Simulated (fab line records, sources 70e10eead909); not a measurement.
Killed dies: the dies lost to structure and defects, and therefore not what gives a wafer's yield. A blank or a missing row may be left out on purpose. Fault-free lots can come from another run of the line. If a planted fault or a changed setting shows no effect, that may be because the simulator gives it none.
A struck lot beside a sound one | flow nandHarc | 41 out of 1159 route steps
Sound: the wafers L709.3, L709.4, L709.6. The struck wafers were L719.2, L719.3, L719.5. Last of all comes the cause.
Per side, at each step with rows, come the tool, then ch with its chambers, and then its first start. Under that, the readings that differ: sound wafers | struck wafers | difference of the means | sigmas: that difference in standard deviations of wafers without a fault.
alike: same words and numbers on both sides, and readings whose means sit less than 2 such deviations apart. not compared: any withheld reading, any reading some wafer has no value for, any bound like >300 that may hide the same value, and any number with overlapping values for which the record gives no deviation.
Wherever a step has rows on one side only, a row that says differs or no value, or a row with sigmas, the two part there. When numbers do not overlap yet have no deviation, they are printed without sigmas and do not part them. A reading that every wafer of one side lacks parts them only if that side has two wafers or more.

first, 1 step without rows for these wafers: NHARC_P_BONDPAD_ECD_18 (material Cu, target thk 400 nm).
NHARC_P_BONDPAD_ANNEAL_28: time 90 s.
  sound on rtpAnneal-01 ch 0, day 9 11:34; struck on rtpAnneal-01 ch 0, day 11 11:06
  alike: wafer_temp_C_max
then, 1 step without rows for these wafers: NHARC_P_BONDPAD_CMP_19 (polishes, t overpolish 30 s, cu recess touch 16 s, target thk 160.81 nm).
NHARC_P_BONDPAD_THK_MEAS_20: measures by xrf.
  sound: filmMetro-01 at day 9 12:08; struck: filmMetro-02 at day 11 11:44
  alike: thkNm
then, 1 step without rows for these wafers: NHARC_P_BONDPAD_SRD_21 (time 30 s, dry time 20 s).
NHARC_P_BONDPAD_INSPECT_23:
  sound: defectInspect-02 at day 9 12:22; struck: defectInspect-02 at day 11 11:58
  alike: rawDefectCount
NHARC_P_BONDPAD_ACTIVATE_29: chemistry N2, time 60 s.
  sound on rieDiel-08 ch 1,2, day 9 12:25; struck on rieDiel-02 ch 0,2,3, day 11 12:02
  alike: drypumpMotorCurrentA, oesProductAu, rfVppV, showerheadPlenumPTorr
  not compared: rfHoursCounterH
then, 2 steps without rows for these wafers: NHARC_P_BONDPAD_PRECLEAN_30 (cleans in DIW, time 300 s); NHARC_P_BONDPAD_SRD_31 (time 30 s, dry time 20 s).
NHARC_A_START_INSPECT_01:
  sound: defectInspect-02 at day 9 12:50; struck: defectInspect-01 at day 11 12:28
  alike: rawDefectCount
NHARC_A_ZERO_WELL_PRECLEAN_00: cleans in SPM, time 600 s.
  sound on wetBench-05 ch 4,5,7, day 9 12:55; struck on wetBench-05 ch 5,6,7, day 11 12:34
  alike: bathGuardTempC
then, 10 steps without rows for these wafers: NHARC_A_ZERO_WELL_SRD_01; NHARC_A_ZERO_WELL_DEHYDRATE_02 (time 120 s); NHARC_A_ZERO_WELL_HMDS_03 (time 30 s); NHARC_A_ZERO_WELL_COAT_18 (time 65 s); NHARC_A_ZERO_WELL_COAT_04 (resist thk 600 nm); NHARC_A_ZERO_WELL_SOFTBAKE_05 (time 70 s); NHARC_A_ZERO_WELL_EBR_06; NHARC_A_ZERO_WELL_EXPOSE_07 (exposes mask A ZERO); NHARC_A_ZERO_WELL_PEB_08 (peb time 80 s); NHARC_A_ZERO_WELL_DEVELOP_09 (time 50 s).
NHARC_A_ZERO_WELL_CD_MEAS_10 targets a cd of 2000 nm.
  sound on cdSem-01 ch 0, day 9 13:40; struck on cdSem-03 ch 0, day 11 13:18
  alike: cdNm
then, 1 step without rows for these wafers: NHARC_A_ZERO_WELL_HARDBAKE_11 (time 65 s).
NHARC_A_ZERO_WELL_DESCUM_12: chemistry O2, time 3 s.
  sound on rieDiel-06 ch 0,2, day 9 13:50; struck on rieDiel-11 ch 0,1,3, day 11 13:29
  alike: drypumpMotorCurrentA, o2FlowSccm, oesProductAu, rfVppV, showerheadPlenumPTorr, throttleValvePct
  not compared: rfHoursCounterH
then, 1 step without rows for these wafers: NHARC_A_ZERO_WELL_ETCH_19 (etches the open film in N2/H2, target depth 80 nm, overetch 24 nm, time 87.88 s).
NHARC_A_ZERO_WELL_ETCH_13: etches the open film in HBr/Cl2, target depth 120 nm, time 40.1 s.
  sound on rieSi-06 ch 0,3, day 9 14:02; struck on rieSi-06 ch 0,2,3, day 11 13:40
  alike: drypumpMotorCurrentA, oesProductAu, throttleValvePct
  not compared: rfHoursCounterH
then, 4 steps without rows for these wafers: NHARC_A_ZERO_WELL_STRIP_14 (strips in SPM, time 900 s); NHARC_A_ZERO_WELL_IMPLANT_15; NHARC_A_ZERO_WELL_PRECLEAN_22 (cleans in SC1, time 60 s); NHARC_A_ZERO_WELL_SRD_23.
NHARC_A_ZERO_WELL_RTA_16: time 10 s.
  sound on rtpAnneal-02 ch 0, day 9 14:59; struck on rtpAnneal-02 ch 0, day 11 14:36
  alike: lampPowerPct, lamp_zone_2_pct, wafer_temp_C_max
NHARC_A_ZERO_WELL_INSPECT_17:
  sound: defectInspect-02 at day 9 15:07; struck: defectInspect-02 at day 11 14:46
reading        | sound   | struck      | difference | sigmas
rawDefectCount | 7 18 14 | 402 425 387 | +392       | +64
then, 3 steps without rows for these wafers: NHARC_A_SOURCE_PLATE_PRECLEAN_00 (cleans in HF-LAST, time 60 s); NHARC_A_SOURCE_PLATE_SRD_01; NHARC_A_SOURCE_PLATE_OXIDE_02 (material SiO2, target thk 10 nm, ox time 1362 s).
NHARC_A_SOURCE_PLATE_THK_MEAS_09: measures by ellipsometry.
  sound: filmMetro-02 at day 9 22:35; struck: filmMetro-02 at day 12 00:58
  alike: thkNm
then, 3 steps without rows for these wafers: NHARC_A_SOURCE_PLATE_PVD_04 (deposits WSi2, target thk 50 nm); NHARC_A_SOURCE_PLATE_CVD_03 (deposits poly-Si, target thk 200 nm, time 4000 s); NHARC_A_SOURCE_PLATE_ANNEAL_05 (time 1800 s).
NHARC_A_SOURCE_PLATE_INSPECT_08:
  sound: defectInspect-01 at day 10 11:50; struck: defectInspect-02 at day 12 13:54
reading        | sound    | struck      | difference | sigmas
rawDefectCount | 55 50 51 | 441 466 424 | +392       | +16
-- record jumps: 12 days between struck wafers' starts before vs after; left off in module A_SOURCE_PLATE, resumes in module END, first step shown is number 1159 of the route --
NHARC_END_SORT_01:
  here the record holds rows for the struck wafers (prober-02 ch 0, day 24 15:56) but none for the sound ones

## WHERE THEY PART
Last at NHARC_END_SORT_01 as far as this record goes, first at NHARC_A_ZERO_WELL_INSPECT_17.

WHY: whatever the simulator had introduced
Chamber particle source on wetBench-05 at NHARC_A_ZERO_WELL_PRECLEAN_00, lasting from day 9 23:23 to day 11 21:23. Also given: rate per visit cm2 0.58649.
